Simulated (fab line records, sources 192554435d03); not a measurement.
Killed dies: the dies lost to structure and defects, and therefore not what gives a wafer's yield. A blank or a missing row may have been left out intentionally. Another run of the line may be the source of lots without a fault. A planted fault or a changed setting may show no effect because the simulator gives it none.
fab line records	flow n5_finfet
[record] lots = 10	wafers = 30	last_day = 18
route steps=1938 shown BEOL_M4@1073 PASSIVATION@1936
lots that met no fault: from a run of the same line without faults
start_h: the number of hours between the record's first day and the start of the first shown wafer of the lot	wait_h: how many hours have passed since the lot's step before this one	" the same as in the row above	L1.1+2: a row that stands for several wafers	- value missing, or start not given	* or withheld: withheld	< > ~ a bound
route shown NAME@n: NAME is a module with steps in the file, n the number in the route of the first one	usual: the fault-free wafers' mean and standard deviation	same: alike in all rows	chamber/n: place in a boat	sites: per-site readings	_std_site: standard deviation across them	_edge_site: mean of outer sites minus mean of inner sites	radius_mm: how far each site lies from the wafer's centre	mask NAME#n: copy n	behind: the tool/chamber that last shaped the wafer	hold: why the lot went on hold/how many hours it stayed there/how the hold came to an end	device: the transistor (n, p or np) that didn't switch	end of line: at the end of the route, the tests of the same wafers	a step without rows: its recipe alone	killed: at the first sort, the dies lost to defects and structure; wafer yield is something else	map: the dies of a wafer, with x for killed, . for not killed, _ for no die there
set.NAME: the run value of the setting; set.NAME@STEP: its run value at that earlier step	model.NAME: the simulator's own value behind a step, which no gauge read
steps of the route over a sample of lots; a table a step, a row a wafer
services: from which hour (start_h, from the record's first day; less than 0 if before it) a tool's chamber was out of use, for how many hours, and why
[[steps]]
[step N5_BEOL_M4_OCD_MEAS_38]
[usual] trench_depth_nm = 55.6/0.78
lot.wafer	tool	chamber	start_h	wait_h	trench_depth_nm
L872.1	ocd-02	-	160.22	-	53.5
L872.4	"	-	"	"	55.5
L872.5	"	-	"	"	56.9
L875.2	ocd-01	-	181.75	-	55.3
L875.3	"	-	"	"	54.2
L875.5	"	-	"	"	55.9
L876.2	ocd-01	-	182.62	-	55.6
L876.3	"	-	"	"	55.1
L876.4	"	-	"	"	56.3
L879.3	ocd-01	-	206.37	-	57.2
L879.4	"	-	"	"	56.7
L879.6	"	-	"	"	56.4
L884.1	ocd-01	-	241.02	-	55.7
L884.5	"	-	"	"	55.7
L884.6	"	-	"	"	55.3
L887.1	ocd-01	-	246.04	-	56.4
L887.2	"	-	"	"	56.0
L887.3	"	-	"	"	55.3
L885.2	ocd-01	-	246.07	-	53.5
L885.4	"	-	"	"	55.4
L885.6	"	-	"	"	54.4
L886.1	ocd-01	-	254.62	-	56.5
L886.3	"	-	"	"	55.6
L886.5	"	-	"	"	55.6
L890.2	ocd-01	-	276.15	-	56.2
L890.4	"	-	"	"	55.4
L890.6	"	-	"	"	55.1
L895.2	ocd-02	-	299.81	-	55.0
L895.3	"	-	"	"	56.9
L895.5	"	-	"	"	54.7
[step N5_BEOL_M4_ANNEAL_80]
[recipe] temp_c = 400	time_s = 240	ambient = vacuum
[usual] heater_power_w = 823/85	susceptor_temp_C_max = 401.0/0.39
lot.wafer	tool	chamber	start_h	wait_h	heater_power_w	susceptor_temp_C_max
L872.1	pvd_sputter-02	-	161.99	0.0	739	401.2
L872.4	"	-	"	"	834	401.8
L872.5	"	-	"	"	734	400.9
L875.2	pvd_sputter-02	-	183.33	0.0	824	401.9
L875.3	"	-	"	"	762	401.4
L875.5	"	-	"	"	723	401.1
L876.2	pvd_sputter-02	-	185.17	0.0	835	401.2
L876.3	"	-	"	"	736	400.9
L876.4	"	-	"	"	920	400.5
L879.3	pvd_sputter-02	-	207.62	0.0	759	401.2
L879.4	"	-	"	"	842	401.4
L879.6	"	-	"	"	822	401.2
L884.1	pvd_sputter-02	-	243.05	0.0	820	400.9
L884.5	"	-	"	"	746	401.1
L884.6	"	-	"	"	726	401.0
L887.1	pvd_sputter-02	-	247.97	0.0	841	400.9
L887.2	"	-	"	"	922	400.7
L887.3	"	-	"	"	747	400.7
L885.2	pvd_sputter-01	-	248.08	0.0	800	401.2
L885.4	"	-	"	"	831	400.8
L885.6	"	-	"	"	863	400.2
L886.1	pvd_sputter-02	-	256.21	0.0	743	401.1
L886.3	"	-	"	"	843	401.8
L886.5	"	-	"	"	806	401.6
L890.2	pvd_sputter-02	-	277.63	0.0	836	401.0
L890.4	"	-	"	"	733	401.3
L890.6	"	-	"	"	925	400.4
L895.2	pvd_sputter-02	-	301.06	0.0	921	400.4
L895.3	"	-	"	"	829	401.6
L895.5	"	-	"	"	929	400.3
[step N5_BEOL_M4_ANNEAL_82]
[recipe] temp_c = 400	time_s = 240	ambient = vacuum
[usual] heater_power_w = 822/84	susceptor_temp_C_max = 401.0/0.39
lot.wafer	tool	chamber	start_h	wait_h	heater_power_w	susceptor_temp_C_max
L872.1	pvd_sputter-02	-	162.21	0.0	735	401.3
L872.4	"	-	"	"	842	401.2
L872.5	"	-	"	"	741	400.7
L875.2	pvd_sputter-02	-	183.55	0.0	849	400.9
L875.3	"	-	"	"	753	400.9
L875.5	"	-	"	"	713	400.8
L876.2	pvd_sputter-02	-	185.39	0.0	836	401.0
L876.3	"	-	"	"	726	400.9
L876.4	"	-	"	"	931	400.6
L879.3	pvd_sputter-02	-	207.84	0.0	737	401.3
L879.4	"	-	"	"	836	401.6
L879.6	"	-	"	"	834	401.6
L884.1	pvd_sputter-02	-	243.27	0.0	812	401.9
L884.5	"	-	"	"	766	401.5
L884.6	"	-	"	"	734	401.4
L887.1	pvd_sputter-02	-	248.19	0.0	825	401.4
L887.2	"	-	"	"	933	400.8
L887.3	"	-	"	"	703	401.0
L885.2	pvd_sputter-01	-	248.30	0.0	810	401.2
L885.4	"	-	"	"	832	400.7
L885.6	"	-	"	"	859	400.7
L886.1	pvd_sputter-02	-	256.43	0.0	746	401.1
L886.3	"	-	"	"	817	401.2
L886.5	"	-	"	"	816	402.0
L890.2	pvd_sputter-02	-	277.85	0.0	825	401.4
L890.4	"	-	"	"	726	401.1
L890.6	"	-	"	"	936	400.6
L895.2	pvd_sputter-02	-	301.28	0.0	914	401.0
L895.3	"	-	"	"	830	401.0
L895.5	"	-	"	"	896	400.2
[step N5_BEOL_M4_SPUTTER_86]
[recipe] material = Cu	target_thk_a = 45	temp_c = -20	chamber_pressure_pa = 0.07	power_w = withheld	time_s = 8.29
[usual] chamber_pressure_pa = 0.07/0.00013	chuck_gas_flow_sccm = 1.26/0.053	throttle_valve_pct = 29.6/1.2
lot.wafer	tool	chamber	start_h	wait_h	chamber_pressure_pa	chuck_gas_flow_sccm	throttle_valve_pct
L872.1	pvd_sputter-02	-	162.35	0.1	0.06997	1.25	30.2
L872.4	"	-	"	"	0.07008	1.31	31.0
L872.5	"	-	"	"	0.06999	1.25	30.0
L875.2	pvd_sputter-02	-	183.69	0.1	0.07032	1.33	30.9
L875.3	"	-	"	"	0.06987	1.36	29.7
L875.5	"	-	"	"	0.07006	1.30	30.2
L876.2	pvd_sputter-02	-	185.53	0.1	0.0702	1.28	31.2
L876.3	"	-	"	"	0.06995	1.32	30.0
L876.4	"	-	"	"	0.0699	1.32	27.4
L879.3	pvd_sputter-02	-	207.98	0.1	0.06976	1.36	29.7
L879.4	"	-	"	"	0.06973	1.22	30.8
L879.6	"	-	"	"	0.07	1.23	30.9
L884.1	pvd_sputter-02	-	243.41	0.1	0.07013	1.32	30.9
L884.5	"	-	"	"	0.06992	1.32	29.5
L884.6	"	-	"	"	0.07009	1.19	29.9
L887.1	pvd_sputter-02	-	248.33	0.1	-	-	-
L887.2	"	-	"	"	-	-	-
L887.3	"	-	"	"	-	-	-
L885.2	pvd_sputter-01	-	248.44	0.1	-	-	-
L885.4	"	-	"	"	-	-	-
L885.6	"	-	"	"	-	-	-
L886.1	pvd_sputter-02	-	256.57	0.1	-	-	-
L886.3	"	-	"	"	-	-	-
L886.5	"	-	"	"	-	-	-
L890.2	pvd_sputter-02	-	277.99	0.1	0.06982	1.25	31.0
L890.4	"	-	"	"	0.06982	1.16	29.9
L890.6	"	-	"	"	0.07009	1.31	27.3
L895.2	pvd_sputter-02	-	301.42	0.1	0.07014	1.26	27.6
L895.3	"	-	"	"	0.06995	1.22	30.9
L895.5	"	-	"	"	0.07011	1.26	27.5
[step N5_BEOL_M4_RC_MEAS_101]
[usual] DIBL_N = 36.5/1.4	DIBL_P = 36.9/1.7	IOFF_N = 0.163/0.023	IOFF_P = 0.22/0.032	ION_N = 673/9	ION_P = 462/7.5	SS_N = 71.6/0.54	SS_P = 73.4/0.62	VT_N = 249.8/2.8	VT_P = -250/3.5
lot.wafer	tool	chamber	start_h	wait_h	DIBL_N[mV/V]	DIBL_P[mV/V]	IOFF_N[nA/um]	IOFF_P[nA/um]	ION_N[uA/um]	ION_P[uA/um]	SS_N[mV/dec]	SS_P[mV/dec]	VT_N[mV]	VT_P[mV]
L872.1	prober-02	0	164.82	0.0	35.6	35.4	0.143	0.19	663	459	71.8	73.3	252.3	-255
L872.4	"	0	"	"	36.6	36.4	0.167	0.20	665	450	72.1	73.2	249.5	-253
L872.5	"	0	"	"	35.5	35.4	0.149	0.19	674	461	71.7	72.7	251.7	-255
L875.2	prober-01	0	186.04	0.2	36.1	37.5	0.159	0.23	674	469	71.1	73.0	248.9	-247
L875.3	"	0	"	"	37.7	39.1	0.190	0.27	678	469	71.6	73.6	249.7	-248
L875.5	"	0	"	"	35.5	36.7	0.152	0.22	677	471	71.4	73.6	253.0	-252
L876.2	prober-01	0	188.16	0.2	37.6	36.9	0.182	0.29	679	470	71.9	72.8	247.3	-242
L876.3	"	0	"	"	37.0	35.2	0.159	0.25	663	466	72.1	73.0	249.2	-245
L876.4	"	0	"	"	36.0	35.0	0.147	0.25	675	472	71.5	72.7	251.0	-243
L879.3	prober-01	0	210.98	0.3	36.0	35.8	0.153	0.19	673	455	72.0	73.9	249.3	-253
L879.4	"	0	"	"	37.8	37.9	0.184	0.22	667	450	72.8	73.8	247.4	-251
L879.6	"	0	"	"	37.8	37.7	0.179	0.21	684	457	72.0	73.6	245.8	-253
L884.1	prober-02	0	245.61	0.0	37.6	38.3	0.190	0.26	675	466	71.9	73.5	247.7	-248
L884.5	"	0	"	"	35.4	34.8	0.134	0.19	655	447	70.7	72.7	255.9	-253
L884.6	"	0	"	"	36.4	36.9	0.165	0.23	686	467	71.2	73.6	248.5	-251
L887.1	prober-01	0	250.54	0.0	37.3	38.5	0.196	0.24	682	462	71.8	74.2	245.1	-249
L887.2	"	0	"	"	38.3	39.0	0.204	0.25	694	464	71.9	74.2	244.8	-248
L887.3	"	0	"	"	36.1	36.6	0.161	0.22	687	469	70.9	74.0	248.7	-249
L885.2	prober-02	0	250.79	0.2	37.1	35.0	0.147	0.18	663	447	71.5	73.0	250.5	-255
L885.4	"	0	"	"	38.6	37.5	0.184	0.22	675	455	71.8	74.8	249.4	-252
L885.6	"	0	"	"	38.2	36.8	0.174	0.20	683	454	71.9	73.5	248.8	-253
L886.1	prober-02	0	258.78	0.0	36.8	37.7	0.165	0.23	676	463	71.1	74.2	250.1	-249
L886.3	"	0	"	"	38.4	39.3	0.190	0.27	678	470	71.7	73.5	249.8	-246
L886.5	"	0	"	"	37.9	38.4	0.181	0.25	676	468	71.4	73.5	249.2	-249
L890.2	prober-01	0	280.63	0.2	37.0	38.6	0.158	0.21	673	466	71.4	73.5	249.6	-250
L890.4	"	0	"	"	38.6	40.0	0.175	0.22	676	457	72.2	73.9	251.9	-253
L890.6	"	0	"	"	38.9	39.9	0.186	0.23	676	459	72.4	74.1	250.7	-251
L895.2	prober-02	0	303.82	0.2	37.3	36.0	0.184	0.25	675	464	71.8	73.7	246.7	-246
L895.3	"	0	"	"	38.3	37.0	0.213	0.29	673	460	71.7	74.9	245.4	-246
L895.5	"	0	"	"	37.7	35.6	0.183	0.25	673	462	72.7	74.1	249.9	-247
[step N5_PASSIVATION_PROBE_49]
[usual] defect_limited_yield = 91.2/1.4	killed_at_M0_to_M3 = 35/11	killed_at_M4_up = 12/4.2	killed_at_contacts = 13/5.6	killed_at_front_end = 40/12	killed_at_other = 3.3/2.6	killed_dies = 103/17	killed_open = 68/12	killed_short = 34/7.6	sort_bin_5_function = 5.1/0.95	sort_bin_6_memory = 3.3/0.68	sort_n_pass = 1077/17	sort_yield_pct = 91.2/1.4
[same] gross_dies = 1180	killed_at_back_side = 0	sort_bin_4_leakage[%] = 0	sort_bin_8_speed[%] = 0
lot.wafer	tool	chamber	start_h	wait_h	defect_limited_yield[%]	killed_at_M0_to_M3	killed_at_M4_up	killed_at_contacts	killed_at_front_end	killed_at_other	killed_dies	killed_open	killed_short	sort_bin_5_function[%]	sort_bin_6_memory[%]	sort_n_pass	sort_yield_pct[%]
L887.1	prober-01	-	349.13	0.0	93.2	27	8	11	26	8	80	61	16	4.2	2.5	1100	93.2
L887.2	prober-01	-	349.18	0.1	90.9	28	15	17	42	5	107	66	36	4.8	3.6	1073	90.9
L885.2	prober-01	-	351.45	0.4	91.7	30	16	18	31	3	98	58	29	4.7	3.2	1082	91.7
L885.4	prober-01	-	351.55	0.5	93.5	18	20	18	20	1	77	40	30	3.6	2.6	1103	93.5
L885.6	prober-01	-	351.65	0.6	89.8	46	17	25	29	3	120	85	33	4.8	4.7	1060	89.8
L886.1	prober-02	-	355.75	0.0	89.2	43	23	10	50	2	128	83	38	5.9	4.6	1052	89.2
L886.3	prober-02	-	355.85	0.1	89.9	38	9	12	55	5	119	80	35	6.1	3.7	1061	89.9
L886.5	prober-02	-	355.95	0.2	89.6	22	19	17	60	5	123	82	36	6.9	3.1	1057	89.6
// killed by level:class
L887.1 BEOL_M1:geometric_particle:open=11 STI_FIN_REVEAL:geometric_particle:open=10 MOL_CONTACT_COAG:geometric_particle:open=8 BEOL_M2:geometric_particle:open=5 BEOL_M0_SAQP:geometric_particle:short=4 MIM_TOP_ETCH:geometric_particle:open=4 BEOL_M3:geometric_particle:open=4 FIN_SAQP:geometric_particle:open=3
L887.2 MOL_CONTACT_COAG:geometric_particle:open=15 STI_FIN_REVEAL:geometric_particle:open=14 BEOL_M0_SAQP:geometric_particle:short=9 FIN_SAQP:geometric_particle:open=7 FIN_SAQP:geometric_particle:short=5 BEOL_M0_SAQP:geometric_particle:open=5 BEOL_M4:geometric_particle:open=5 BEOL_M2:geometric_particle:open=4
L885.2 MOL_CONTACT_COAG:geometric_particle:open=16 BEOL_M4:interface_void_opened=11 BEOL_M0_SAQP:geometric_particle:short=9 BEOL_M0_SAQP:geometric_particle:open=9 FIN_SAQP:geometric_particle:short=7 STI_FIN_REVEAL:geometric_particle:open=7 FIN_SAQP:geometric_particle:open=6 BEOL_M2:geometric_particle:open=5
L885.4 MOL_CONTACT_COAG:geometric_particle:open=14 BEOL_M4:interface_void_opened=7 GATE_CUT:geometric_particle:short=5 BEOL_M5:geometric_particle:open=5 STI_FIN_REVEAL:geometric_particle:open=4 ILD0:geometric_particle:short=4 BEOL_M2:geometric_particle:short=4 MOL_CONTACT_COAG:geometric_particle:short=4
L885.6 MOL_CONTACT_COAG:geometric_particle:open=21 BEOL_M2:geometric_particle:open=14 BEOL_M0_SAQP:geometric_particle:open=10 STI_FIN_REVEAL:geometric_particle:open=8 BEOL_M4:geometric_particle:open=8 BEOL_M0_SAQP:geometric_particle:short=7 BEOL_M3:geometric_particle:open=5 FIN_SAQP:geometric_particle:short=4
L886.1 FIN_SAQP:geometric_particle:open=13 BEOL_M0_SAQP:geometric_particle:open=12 BEOL_M1:geometric_particle:open=11 STI_FIN_REVEAL:geometric_particle:open=8 MOL_CONTACT_COAG:geometric_particle:open=7 FIN_CUT:geometric_particle:short=5 BEOL_M0_SAQP:geometric_particle:short=5 BEOL_M3:geometric_particle:open=5
L886.3 FIN_SAQP:geometric_particle:open=19 MOL_CONTACT_COAG:geometric_particle:open=11 FIN_SAQP:geometric_particle:short=9 BEOL_M1:geometric_particle:open=9 BEOL_M2:geometric_particle:open=8 GATE_CUT:geometric_particle:short=6 BEOL_M0_SAQP:geometric_particle:open=6 DUMMY_GATE:geometric_particle:open=5
L886.5 FIN_SAQP:geometric_particle:open=16 MOL_CONTACT_COAG:geometric_particle:open=14 FIN_SAQP:geometric_particle:short=10 STI_FIN_REVEAL:geometric_particle:open=8 BEOL_M0_SAQP:geometric_particle:open=8 GATE_CUT:geometric_particle:short=6 BEOL_M5:geometric_particle:open=5 ILD0:geometric_particle:open=4
[[services]]
tool	chamber	start_h	hours	kind
pvd_sputter-01	-	281.97	1.4	repair
[[key]]
[first_sign] step = N5_BEOL_M4_SPUTTER_86	reading = tool_record	direction = missing
effect none on later readings
met_at N5_BEOL_M4_SPUTTER_86
struck_lots L885,L886,L887
not_acting_at N5_BEOL_M4_OCD_MEAS_38,N5_BEOL_M4_ANNEAL_80,N5_BEOL_M4_ANNEAL_82
onset_between 243.41 248.33
[fault] kind = skipped_step_whole	tool = pvd_sputter-01,pvd_sputter-02	chamber = -	onset_h = 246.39	steps = N5_BEOL_M4_SPUTTER_86	scope = struck_lots_only
